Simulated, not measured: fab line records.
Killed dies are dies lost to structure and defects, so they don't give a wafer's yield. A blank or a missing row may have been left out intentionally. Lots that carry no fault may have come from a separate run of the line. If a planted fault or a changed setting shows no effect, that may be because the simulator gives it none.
A struck lot beside a sound one + flow n5Finfet + 22 steps out of a route of 1938
Sound: these wafers, L762.3, L762.5, L762.6. Wafers L770.3, L770.4, L770.5 were the ones struck. The cause is named last.
At each step with rows: each side's tool, then ch and its chambers, then its first start. Under that, the readings that differ: sound wafers + struck wafers + difference of the means + sigmas: that difference in standard deviations of wafers without a fault.
alike: same words and numbers on both sides, and readings whose means sit less than 2 such deviations apart. not compared: any withheld reading, any reading some wafer has no value for, any bound like >300 that may hide the same value, and any number with overlapping values for which the record gives no deviation.
A row with sigmas, a row that says differs or no value, or rows on one side alone: a step with any of these is where the two part. Numbers that don't overlap but have no deviation are shown without sigmas and don't part them. A reading missing from all wafers of one side parts the sides only when that side holds two or more wafers.

N5_STI_FIN_REVEAL_THK_MEAS_05:
  sound: filmMetro-02 at day 2 22:21; struck: filmMetro-02 at day 4 21:40
  alike: thkNm
N5_STI_FIN_REVEAL_DENSIFY_30:
  sound on rtpAnneal-01 ch 0, day 2 22:31; struck on rtpAnneal-02 ch 0, day 4 21:45
  alike: lampPowerPct
  not compared: wafer_temp_C_max
N5_STI_FIN_REVEAL_ETCHBACK_08: etches SiO2 in C4F6/O2, target depth 30.5 nm, time 10.167 s.
  sound on rieDiel-04 ch 2,3, day 2 22:43; struck on rieDiel-04 ch 0,2,3, day 4 21:57
  alike: drypumpMotorCurrentA, oesProductAu, rfVppV, showerheadPlenumPTorr, throttleValvePct
  not compared: rfHoursCounterH
then, 5 steps without rows for these wafers: N5_STI_FIN_REVEAL_STRIP_24 (strips in N2/H2, time 90 s); N5_STI_FIN_REVEAL_PRECLEAN_25 (cleans in SPM, time 90 s); N5_STI_FIN_REVEAL_PRECLEAN_26 (cleans in SC1, time 45 s); N5_STI_FIN_REVEAL_PRECLEAN_29 (cleans in DHF, time 30 s); N5_STI_FIN_REVEAL_SRD_12 (time 30 s).
N5_STI_FIN_REVEAL_RECESS_09: chemistry HF/NH3, target SiO2, afs cycles 11, target depth 42.5 nm, sublimation time 60 s.
  sound on vaporEtch-01 ch 0,1, day 2 23:30; struck on vaporEtch-01 ch 0,1, day 4 22:55
  alike: drypumpMotorCurrentA, tempC
then, 2 steps without rows for these wafers: N5_STI_FIN_REVEAL_STRIP_16 (strips SiNx in H3PO4, target depth 23.8 nm); N5_STI_FIN_REVEAL_PRECLEAN_17 (cleans in NF3:NH3, afs cycles 1, time 20 s, sublimation time 60 s).
N5_STI_FIN_REVEAL_ETCH_34: etches Si in H2, material Si, target depth 0.97 nm.
  sound on rieSi-01 ch 0,1, day 3 01:04; struck on rieSi-01 ch 0,1,3, day 5 00:49
  alike: drypumpMotorCurrentA, oesProductAu, tempC, throttleValvePct
  not compared: rfHoursCounterH
N5_STI_FIN_REVEAL_OXIDATION_31: chemistry O2 PLASMA REMOTE, time 20 s.
  sound on plasmaAsher-02 ch 0,1, day 3 01:10; struck on plasmaAsher-01 ch 0,1, day 5 00:54
  no value came back on the struck wafers for chamberPressureMTorr (mTorr), drypumpMotorCurrentA (A), heaterPowerW (W), tempC (C); on the sound wafers chamberPressureMTorr (mTorr) reads 1000.8 998.8 1000.8
| reading                                            | sound | struck            | difference | sigmas |
|----------------------------------------------------|-------|-------------------|------------|--------|
| model.Si_of_PMOS_HMC_CHANNEL_EPI_EPI_26.thkNm (nm) | 3 3 3 | 3.293 3.339 3.299 | +0.310     |        |
  not compared: rfHoursCounterH
then, 3 steps without rows for these wafers: N5_STI_FIN_REVEAL_PRECLEAN_32 (cleans in NF3:NH3, afs cycles 1, time 20 s, sublimation time 60 s); N5_STI_FIN_REVEAL_STRIP_35 (strips Si3N4 in H3PO4, target depth 4 nm, time 39 s); N5_STI_FIN_REVEAL_SRD_21 (time 30 s).
N5_STI_FIN_REVEAL_OXIDATION_33: chemistry O2 PLASMA REMOTE, time 20 s.
  sound on plasmaAsher-02 ch 0,1, day 3 01:31; struck on plasmaAsher-02 ch 0,1, day 5 01:16
  alike: chamberPressureMTorr, drypumpMotorCurrentA, heaterPowerW, tempC
  not compared: rfHoursCounterH
N5_STI_FIN_REVEAL_CLEAN_19: cleans in O3/DIW, time 120 s.
  sound on wetBench-05 ch 0,5,6, day 3 01:35; struck on wetBench-05 ch 1,3,6, day 5 01:19
| reading                                            | sound       | struck      | difference | sigmas |
|----------------------------------------------------|-------------|-------------|------------|--------|
| model.Si_of_PMOS_HMC_CHANNEL_EPI_EPI_26.thkNm (nm) | 2.6 2.4 2.6 | 2.8 2.8 2.8 | +0.3       |        |
  alike: tempC
then, 1 step without rows for these wafers: N5_STI_FIN_REVEAL_SRD_23 (time 30 s).
N5_STI_FIN_REVEAL_CD_MEAS_22: target cd 6.238 nm, pitch 28 nm.
  sound: cdSem-01 at day 3 01:39; struck: cdSem-03 at day 5 01:24
| reading   | sound          | struck         | difference | sigmas |
|-----------|----------------|----------------|------------|--------|
| cdNm (nm) | 5.95 6.10 6.13 | 6.94 7.52 7.17 | +1.15      | +4     |
N5_STI_FIN_REVEAL_FIN_H_MEAS_10:
  sound: ocd-01 at day 3 01:41; struck: ocd-01 at day 5 01:26
  alike: trenchDepthNm
next, for these wafers, 1 step has no rows: N5_PASSIVATION_PROBE_49.

WHERE THEY PART
First at N5_STI_FIN_REVEAL_OXIDATION_31; last, within this record, at N5_STI_FIN_REVEAL_CD_MEAS_22. Later steps at which nothing parts them and some readings are alike: N5_STI_FIN_REVEAL_FIN_H_MEAS_10.

WHY: whatever the simulator had introduced
Step skipped in full: plasmaAsher-01, at N5_STI_FIN_REVEAL_OXIDATION_31, from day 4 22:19 onward. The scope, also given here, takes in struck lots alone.
